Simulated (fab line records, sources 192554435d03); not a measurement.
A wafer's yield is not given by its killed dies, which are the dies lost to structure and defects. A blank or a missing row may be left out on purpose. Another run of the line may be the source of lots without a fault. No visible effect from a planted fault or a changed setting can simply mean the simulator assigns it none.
Which tool did it? | flow n5Finfet | 9 lots, 27 wafers sampled, at 3 steps of a route of 1938

== WHAT THE GAUGES SHOWED, per wafer ==
N5_SDB_OVL_MEAS_12.
lot  | measured    | on         | SDB_OVL (nm)
L500 | day 4 08:45 | overlay-01 | 1.2 1.2 0.2
L504 | day 5 09:45 | overlay-02 | 7.5 8.7 7.6
L505 | day 5 12:13 | overlay-01 | 7.8 7.8 7.7
L511 | day 7 01:04 | overlay-02 | -0.2 0.1 0.6
L512 | day 7 08:08 | overlay-01 | -0.9 -0.7 0.0
L514 | day 7 19:23 | overlay-02 | 0.3 0.3 0.2
L516 | day 8 05:57 | overlay-02 | 0.3 0.8 -0.3
L519 | day 8 22:56 | overlay-01 | 1.1 1.4 1.0
L520 | day 9 08:53 | overlay-01 | 0.6 0.1 -0.1

== WHAT TOOL EACH LOT RAN ON (gives the tool, then ch and the chambers of the sampled wafers, and finally the start) ==
lot  | N5_SD_EPI_P_ETCH_36              | N5_SDB_EXPOSE_08
L500 | rieDiel-03 ch 1,3, day 3 21:17   | arfiScanner-01 ch 0, day 4 08:36
L504 | rieDiel-02 ch 1,3, day 4 18:56   | arfiScanner-01 ch 0, day 5 09:37
L505 | rieDiel-02 ch 1,2, day 5 00:21   | arfiScanner-01 ch 0, day 5 12:04
L511 | rieDiel-03 ch 0,2,3, day 6 13:25 | arfiScanner-03 ch 0, day 7 00:55
L512 | rieDiel-01 ch 2,3, day 6 20:10   | arfiScanner-03 ch 0, day 7 07:59
L514 | rieDiel-02 ch 0,2,3, day 7 07:11 | arfiScanner-03 ch 0, day 7 19:13
L516 | rieDiel-02 ch 1,2, day 7 18:41   | arfiScanner-02 ch 0, day 8 05:49
L519 | rieDiel-03 ch 1,2,3, day 8 10:56 | arfiScanner-03 ch 0, day 8 22:47
L520 | rieDiel-01 ch 2,3, day 8 21:31   | arfiScanner-03 ch 0, day 9 08:44
- N5_SD_EPI_P_ETCH_36: etches SiARC in CF4, target depth 45.5 nm, time 75.8 s.
- N5_SDB_EXPOSE_08: exposes mask SDB.

== THE ANSWER, worked out from the rows above alone ==
Rule: what is usual is taken from the lots themselves. The widest of any qualifying gaps counts: lots, ordered by their means at a reading, are off when they make up no more than a third of the lots, leave a main group of 4 or more, and stand apart from it by 3 or more times the standard deviation of that group's means. If all means in a main group match to the digits the tables above print for the reading, that group is not used. Also off: a lot with no number at a reading for which 4 or more lots have one. Any other lot the step has rows for is counted as sound.
Off: L504, L505, at N5_SDB_OVL_MEAS_12 (SDB_OVL). Mean 0.3 nm and standard deviation 0.5 in the main group.
If a tool, at a process step before that reading, ran all the lots that are off and no sound lot after the first of them, it fits. Gauges at N5_SDB_OVL_MEAS_12: tried the same way as those tools. One fits: arfiScanner-01 at N5_SDB_EXPOSE_08. Its last sound lot is L500 (day 4 08:36), its first lot that is off L504 (day 5 09:37): a fault that began between those two fits.

== WHAT THE SIMULATOR HAD PUT IN ==
Scanner matching overlay: arfiScanner-01, from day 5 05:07 on, at N5_SDB_EXPOSE_08. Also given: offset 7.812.
Lots struck among those shown: L504, L505. The rule above found the same.
